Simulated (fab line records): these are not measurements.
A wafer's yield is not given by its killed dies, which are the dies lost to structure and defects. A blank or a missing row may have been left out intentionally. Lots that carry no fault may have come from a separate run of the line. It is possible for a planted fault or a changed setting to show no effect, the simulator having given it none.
Split-lot study | flow n5-finfet | 21 wafers read across 7 lots, on a route 1938 steps long

== THE SPLIT ==
At N5_BEOL_M10_COAT_60 (time 60 s, resist thk 30 nm), the setting spin-rpm was moved away from the recipe's 1500 rpm on 7 of the 21 wafers read, by -5.5% to +9.1%. All remaining wafers had this setting at the recipe value.

== FROM THE SPLIT TO THE READING: what the file shows between them, 5 steps ==
- N5_BEOL_M10_EXPOSE_08: exposes mask M10 (also split here: dose-mj)
- N5_BEOL_M10_PEB_09: peb time 60 s
- N5_BEOL_M10_DEVELOP_10: develop time 30 s
- N5_BEOL_M10_CD_MEAS_11: target cd 64.1 nm
- N5_BEOL_M10_DESCUM_16: chemistry O2, time 7.9 s

== THE READING ==
CAR-ArF_of_BEOL_M10_COAT_05.thk-nm (the simulator's own value, which no gauge read), in nm, at N5_BEOL_M10_ETCH_61 (etches SiARC in CF4, target depth 39 nm, time 65 s). The file gives no usual value for it. Across the 14 wafers here that went through the recipe, the average is 55.6 nm and the standard deviation 0.22 nm.

wafer  | tool, chamber at the split | spin-rpm as run, rpm | against the recipe | CAR-ArF_of_BEOL_M10_COAT_05.thk-nm, nm | against lot-mates on the recipe
L078.1 | litho-track-01, 0          | 1565                 | +4.3%              | 56.2                                   | +0.6
L078.3 | litho-track-01, 0          | 1500                 | recipe             | 55.6                                   | -
L078.5 | litho-track-01, 0          | 1565                 | +4.3%              | 56                                     | +0.4
L080.2 | litho-track-04, 0          | 1419                 | -5.4%              | 54.6                                   | -0.8
L080.3 | litho-track-04, 0          | 1500                 | recipe             | 55.4                                   | -
L080.4 | litho-track-04, 0          | 1419                 | -5.4%              | 54                                     | -1.4
L082.3 | litho-track-01, 0          | 1500                 | recipe             | 55.8                                   | -
L082.5 | litho-track-01, 0          | 1500                 | recipe             | 55.6                                   | -
L082.6 | litho-track-01, 0          | 1500                 | recipe             | 55.8                                   | -
L085.1 | litho-track-01, 0          | 1500                 | recipe             | 55.8                                   | -
L085.5 | litho-track-01, 0          | 1500                 | recipe             | 55.6                                   | -
L085.6 | litho-track-01, 0          | 1418                 | -5.5%              | 55.2                                   | -0.5
L089.3 | litho-track-01, 0          | 1637                 | +9.1%              | 56.8                                   | +1.2
L089.5 | litho-track-01, 0          | 1500                 | recipe             | 55.6                                   | -
L089.6 | litho-track-01, 0          | 1637                 | +9.1%              | 56.8                                   | +1.2
L092.2 | litho-track-04, 0          | 1500                 | recipe             | 55.2                                   | -
L092.5 | litho-track-04, 0          | 1500                 | recipe             | 55.2                                   | -
L092.6 | litho-track-04, 0          | 1500                 | recipe             | 55.2                                   | -
L094.1 | litho-track-01, 0          | 1500                 | recipe             | 55.8                                   | -
L094.3 | litho-track-01, 0          | 1500                 | recipe             | 55.8                                   | -
L094.4 | litho-track-01, 0          | 1500                 | recipe             | 55.6                                   | -

THE FIT
A straight line over all 21 wafers: CAR-ArF_of_BEOL_M10_COAT_05.thk-nm changes by +0.148 nm for each +1% of spin-rpm; r = +0.90; the points scatter about the line by 0.29 nm.
The same after taking each lot's own level away (the mean of its wafers on the recipe; 21 wafers): +0.141 nm for each +1%; r = +0.95; scatter 0.18 nm.
The reading moves by 1.3 nm for the largest change in spin-rpm, on that fit.
Across the lots, their own levels run from 55.20 to 55.73 nm, a range of 2.4 times the standard deviation given above.
The two slopes agree, so the slope changes little with the lot-to-lot level.
Check: +1.27 nm against its lot-mates is what the line predicts for one of the wafers moved furthest among these (+9.1%) when that wafer is left out of the fit. It came out at +1.2 nm against them.

== FURTHER SPLITS ON THESE WAFERS ==
These wafers also went through other splits before the reading. Each is held against what the fit with the lots' levels taken away leaves over:
other split on the same wafers | wafers away from the commonest value | r with CAR-ArF_of_BEOL_M10_COAT_05.thk-nm (lot level and that fit taken away)
N5_BEOL_M8_COAT_05 spin-rpm    | 8                                    | +0.42
N5_BEOL_M10_EXPOSE_08 dose-mj  | 6                                    | -0.08

== THE WHOLE CHAIN: every reading that the file lists as answering this split, in the file's order ==
step                | what it does                                       | reading                                                                             | change (the file's fit)               | r (the file's)
N5_BEOL_M10_COAT_60 | time 60 s, resist thk 30 nm                        | SiARC_of_BEOL_M10_COAT_60.thk-nm (the simulator's own value, which no gauge read)   | -0.141 nm for each +1% of the setting | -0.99
N5_BEOL_M10_ETCH_61 | etches SiARC in CF4, target depth 39 nm, time 65 s | etch.depth-nm (the simulator's own value, which no gauge read)                      | -0.145 nm for each +1% of the setting | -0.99
N5_BEOL_M10_ETCH_61 | etches SiARC in CF4, target depth 39 nm, time 65 s | CAR-ArF_of_BEOL_M10_COAT_05.thk-nm (the simulator's own value, which no gauge read) | +0.135 nm for each +1% of the setting | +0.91

== FILE'S OWN FIT ==
CAR-ArF_of_BEOL_M10_COAT_05.thk-nm changes by +0.135 nm for each +1% of spin-rpm, r = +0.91.
